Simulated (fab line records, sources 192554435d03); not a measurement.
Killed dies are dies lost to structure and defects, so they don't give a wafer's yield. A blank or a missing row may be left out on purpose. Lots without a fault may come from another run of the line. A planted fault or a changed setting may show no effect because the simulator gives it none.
Which tool did it? | flow n5_finfet | 11 lots, 33 wafers sampled, at 3 steps of a route of 1938

WHAT THE GAUGES READ, wafer by wafer
N5_PASSIVATION_CD_MEAS_30: target cd 4000 nm. Usual: cd_nm 4000.1 nm, standard deviation 1.7.
lot  | measured     | on        | cd_nm (nm)           | flag
L224 | day 13 23:31 | cd_sem-03 | 3998.6 4001.6 4000.9 |
L226 | day 13 23:40 | cd_sem-02 | 3999.4 3998.8 4001.9 |
L227 | day 14 06:16 | cd_sem-03 | 4000.4 3999.8 3999.5 |
L228 | day 14 14:31 | cd_sem-02 | 3996.7 3998.6 3998.5 |
L231 | day 15 08:18 | cd_sem-03 | 4002.5 4006.4 4002.1 |
L234 | day 15 21:23 | cd_sem-02 | 4003.2 4003.0 3999.9 |
L236 | day 16 04:25 | cd_sem-01 | 4000.2 3998.6 4000.7 |
L239 | day 17 20:17 | cd_sem-01 | 3999.9 4001.9 4000.1 |
L242 | day 18 21:04 | cd_sem-02 | 4000.2 3998.5 4000.4 |
L244 | day 19 11:43 | cd_sem-01 | 4000.7 4001.2 4001.0 |
L247 | day 19 20:49 | cd_sem-03 | 4000.1 4000.7 3998.4 |

WHICH TOOL RAN EACH LOT (tool, then ch and the chambers of the sampled wafers, then the start)
lot  | N5_BEOL_M1_SPUTTER_96        | N5_PASSIVATION_PECVD_55
L224 | pvd_sputter-01, day 6 20:12  | pecvd-03 ch 0,1,2, day 13 20:51
L226 | pvd_sputter-01, day 7 05:54  | pecvd-04 ch 0,1,2, day 13 21:20
L227 | pvd_sputter-03, day 7 16:19  | pecvd-04 ch 0,2, day 14 03:44
L228 | pvd_sputter-01, day 7 19:42  | pecvd-04 ch 0,1,2, day 14 10:19
L231 | pvd_sputter-01, day 8 11:07  | pecvd-04 ch 0,1,2, day 15 01:47
L234 | pvd_sputter-03, day 9 02:01  | pecvd-04 ch 0,1, day 15 15:13
L236 | pvd_sputter-01, day 9 09:06  | pecvd-03 ch 0,1,2, day 16 00:17
L239 | pvd_sputter-03, day 10 15:41 | pecvd-03 ch 0,1,2, day 17 16:08
L242 | pvd_sputter-02, day 11 04:25 | pecvd-04 ch 0,1,2, day 18 16:36
L244 | pvd_sputter-03, day 12 07:14 | pecvd-03 ch 0,1,2, day 19 07:46
L247 | pvd_sputter-03, day 13 00:05 | pecvd-03 ch 0,1,2, day 19 17:26
- N5_BEOL_M1_SPUTTER_96: material Cu, target thk 4.5 nm, time 8.29 s.
- N5_PASSIVATION_PECVD_55: deposits SiO2 from SiH4/N2O, target thk 400 nm, time 22.5 s.

WHAT THE TOOLS THEMSELVES READ (means of the sampled wafers that have a number; where no wafer has one, the mark that the record gives instead)
N5_BEOL_M1_SPUTTER_96. Usual: susceptor_temp_C -20.00 C, standard deviation 0.12; throttle_valve_pct 30.6 %, standard deviation 1.
lot  | tool           | susceptor_temp_C (C) | throttle_valve_pct (%) | flag
L224 | pvd_sputter-01 | -19.91               | 30.8                   |
L226 | pvd_sputter-01 | -19.92               | 30.3                   |
L227 | pvd_sputter-03 | -20.01               | 30.1                   |
L228 | pvd_sputter-01 | -20.03               | 30.8                   |
L231 | pvd_sputter-01 | -20.03               | 31.1                   |
L234 | pvd_sputter-03 | -20.08               | 30.9                   |
L236 | pvd_sputter-01 | -20.02               | 31.1                   |
L239 | pvd_sputter-03 | -20.04               | 30.5                   |
L242 | pvd_sputter-02 | -20.03               | 31.1                   |
L244 | pvd_sputter-03 | -20.08               | 29.9                   |
L247 | pvd_sputter-03 | -20.03               | 30.9                   |

N5_PASSIVATION_PECVD_55. Usual: heater_power_w 614 W, standard deviation 63; showerhead_plenum_p_Torr 8.20 Torr, standard deviation 0.083; susceptor_temp_C 399.99 C, standard deviation 0.21; throttle_valve_pct 52 %, standard deviation 3.1.
lot  | tool     | heater_power_w (W) | showerhead_plenum_p_Torr (Torr) | susceptor_temp_C (C) | throttle_valve_pct (%) | flag
L224 | pecvd-03 | 672                | 8.19                            | 399.95               | 52                     |
L226 | pecvd-04 | 573                | 8.19                            | 400.02               | 53                     |
L227 | pecvd-04 | 597                | 8.08                            | 400.04               | 52                     |
L228 | pecvd-04 | 610                | 8.17                            | 400.06               | 53                     |
L231 | pecvd-04 | 625                | 8.17                            | 399.87               | 53                     |
L234 | pecvd-04 | 627                | 8.20                            | 399.91               | 53                     |
L236 | pecvd-03 | 664                | 8.23                            | 400.16               | 52                     |
L239 | pecvd-03 | 627                | 8.21                            | 399.89               | 52                     |
L242 | pecvd-04 | 589                | 8.17                            | 399.98               | 53                     |
L244 | pecvd-03 | 655                | 8.22                            | 400.01               | 52                     |
L247 | pecvd-03 | 628                | 8.22                            | 400.09               | 52                     |

THE ANSWER, worked out from the rows above alone
Rule: a lot is off if the mean of its wafers that have a number lies more than 3 standard deviations from the usual mean. A lot without any number at a reading at which 4 lots or more have one is off too. The other lots that the step has rows for count as sound. The gauges are gone through in route order, then the tools' own readings, and for those a lot's mean is taken as printed above. The first step at which some lot is off is used, and at that step the reading that is off furthest; a lot without a number counts as furthest.
No lot is off at any reading shown: from this, nothing can be told.

WHAT THE SIMULATOR HAD PUT IN
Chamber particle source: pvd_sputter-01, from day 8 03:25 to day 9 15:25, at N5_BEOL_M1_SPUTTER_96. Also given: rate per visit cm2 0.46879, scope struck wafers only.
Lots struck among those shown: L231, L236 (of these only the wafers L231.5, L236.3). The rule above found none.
